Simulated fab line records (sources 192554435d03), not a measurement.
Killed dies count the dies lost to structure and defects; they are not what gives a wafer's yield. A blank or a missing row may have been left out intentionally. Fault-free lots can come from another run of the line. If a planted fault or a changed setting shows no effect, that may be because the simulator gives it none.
Matching of chambers / flow n5_finfet / 4 sister chambers for N5_BEOL_M8_ETCH_65 on rie_diel-04
The step etches SiARC in CF4, target depth 15.6 nm, time 26 s. 4 wafers are shown with their chamber, then 7 later ones without.

== WAFERS PAIRED WITH THEIR CHAMBERS ==
wafer=L077.3; chamber=2; showerhead_plenum_p_Torr (Torr)=2.11
wafer=L082.3; chamber=0; showerhead_plenum_p_Torr (Torr)=2.26
wafer=L083.1; chamber=1; showerhead_plenum_p_Torr (Torr)=2.20
wafer=L083.3; chamber=3; showerhead_plenum_p_Torr (Torr)=2.10

== WAFERS MISSING THEIR CHAMBER ==
wafer=L083.6; showerhead_plenum_p_Torr (Torr)=2.20
wafer=L087.1; showerhead_plenum_p_Torr (Torr)=2.10
wafer=L087.2; showerhead_plenum_p_Torr (Torr)=2.10
wafer=L087.3; showerhead_plenum_p_Torr (Torr)=2.20
wafer=L096.2; showerhead_plenum_p_Torr (Torr)=2.19
wafer=L096.3; showerhead_plenum_p_Torr (Torr)=2.09
wafer=L096.5; showerhead_plenum_p_Torr (Torr)=2.09

== CHAMBER TAKEN BY EACH ==
wafer=L083.6; from the rows above=1; in truth=1
wafer=L087.1; from the rows above=can't be placed: 3 or 2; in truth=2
wafer=L087.2; from the rows above=can't be placed: 3 or 2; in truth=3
wafer=L087.3; from the rows above=1; in truth=1
wafer=L096.2; from the rows above=1; in truth=1
wafer=L096.3; from the rows above=can't be placed: 3 or 2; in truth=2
wafer=L096.5; from the rows above=can't be placed: 3 or 2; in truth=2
3 of 7 placed correctly. Unplaceable from these rows: 4, with the true chamber sitting among the candidates in 4. 0 placed wrongly.
How it was worked out, from the rows above alone: a wafer's distance from a chamber is the root of the sum, over the readings, of the square of ((its reading less the chamber's mean) divided by the reading's scatter). If the next closest chamber is less than 2 further off than the closest, the wafer can't be placed; otherwise it belongs to the closest. The mean given for a chamber averages the wafers shown for that chamber. The scatter: root of mean squared gap, hidden wafer to nearest shown wafer, with one shown wafer a chamber.
